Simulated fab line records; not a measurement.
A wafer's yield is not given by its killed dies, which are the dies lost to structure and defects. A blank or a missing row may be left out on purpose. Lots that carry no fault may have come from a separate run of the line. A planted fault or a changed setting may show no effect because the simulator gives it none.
Matching of chambers | flow nand-harc | NHARC_A_CONTACT_DEP_29 on pecvd-04: 3 sister chambers
The step deposits SiON, target thk 70 nm. 6 wafers are shown with their chamber, then 8 later ones without.

== WAFERS, EACH WITH ITS CHAMBER ==
wafer  | chamber | heater-power-w (W) | rf-fwd-power-W (W)
L085.3 | 0       | 713                | 347.6
L094.3 | 0       | 752                | 349.3
L094.5 | 2       | 680                | 347.8
L095.4 | 2       | 654                | 348.1
L095.6 | 1       | 771                | 351.0
L096.1 | 1       | 912                | 351.3

== WAFERS WITH NO CHAMBER GIVEN ==
wafer  | heater-power-w (W) | rf-fwd-power-W (W)
L096.3 | 550                | 348.0
L096.5 | 911                | 348.3
L093.2 | 801                | 352.1
L093.4 | 760                | 346.4
L093.5 | 597                | 348.6
L097.2 | 885                | 348.4
L097.3 | 768                | 349.2
L097.4 | 864                | 346.9

== EACH ONE'S CHAMBER ==
wafer  | from the rows above          | in truth
L096.3 | can't be placed: 2 or 0      | 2
L096.5 | can't be placed: 0 or 2 or 1 | 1
L093.2 | 1                            | 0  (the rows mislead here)
L093.4 | can't be placed: 2 or 0      | 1
L093.5 | can't be placed: 2 or 0      | 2
L097.2 | can't be placed: 0 or 2 or 1 | 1
L097.3 | can't be placed: 0 or 2 or 1 | 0
L097.4 | can't be placed: 0 or 2      | 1
0 of 8 placed correctly. Cannot be placed on the basis of these rows: 7; the candidates contain the true chamber in 5. 1 placed wrongly.
How it was worked out, from the rows above alone: a wafer's distance from a chamber is the root of the sum, over the readings, of the square of ((its reading less the chamber's mean) divided by the reading's scatter). The wafer belongs to the nearest chamber; if the next one is less than 2 further off, it can't be placed. The mean given for a chamber averages the wafers shown for that chamber. The scatter: the root of (the sum of the squares of (reading less its chamber's mean) over the shown wafers, divided by (wafers less chambers)).
